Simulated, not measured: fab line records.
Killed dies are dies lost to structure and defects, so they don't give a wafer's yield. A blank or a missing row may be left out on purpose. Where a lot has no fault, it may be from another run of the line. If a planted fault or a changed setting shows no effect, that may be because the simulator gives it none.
Matching of chambers | flow nandHarc | 3 sister chambers for NHARC_A_ONON_D1_DEP_33 on pecvd-01
The step deposits SiO2, target thk 200 nm. 6 wafers are shown with their chamber, then 8 later ones without.

== EACH WAFER AND ITS CHAMBER ==
wafer  | chamber | showerheadVppV (V) | heaterPowerW (W)
L079.4 | 0       | 1780               | 536
L078.5 | 1       | 1920               | 611
L091.2 | 0       | 1756               | 584
L091.4 | 2       | 1875               | 385
L091.6 | 1       | 1917               | 522
L090.2 | 2       | 1889               | 294

== WAFERS MISSING THEIR CHAMBER ==
wafer  | showerheadVppV (V) | heaterPowerW (W)
L090.4 | 1788               | 542
L090.5 | 1911               | 610
L095.1 | 1912               | 314
L095.3 | 1912               | 552
L095.6 | 1917               | 556
L096.1 | 1838               | 369
L096.4 | 1877               | 345
L096.5 | 1765               | 593

== EACH ONE'S CHAMBER ==
wafer  | from the rows above     | in truth
L090.4 | 0                       | 0
L090.5 | 1                       | 1
L095.1 | can't be placed: 2 or 1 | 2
L095.3 | 1                       | 1
L095.6 | 1                       | 1
L096.1 | 2                       | 2
L096.4 | 2                       | 2
L096.5 | 0                       | 0
Correct placement for 7 of the 8. These rows do not allow placing 1 (true chamber among the candidates in 1). Placed wrongly: 0.
How it was worked out, from the rows above alone: a wafer's distance from a chamber is the root of the sum, over the readings, of the square of ((its reading less the chamber's mean) divided by the reading's scatter). The wafer belongs to the nearest chamber; if the next one is less than 2 further off, it can't be placed. For every chamber, the mean is computed from those of its wafers that are shown. The scatter: the root of (the sum of the squares of (reading less its chamber's mean) over the shown wafers, divided by (wafers less chambers)).
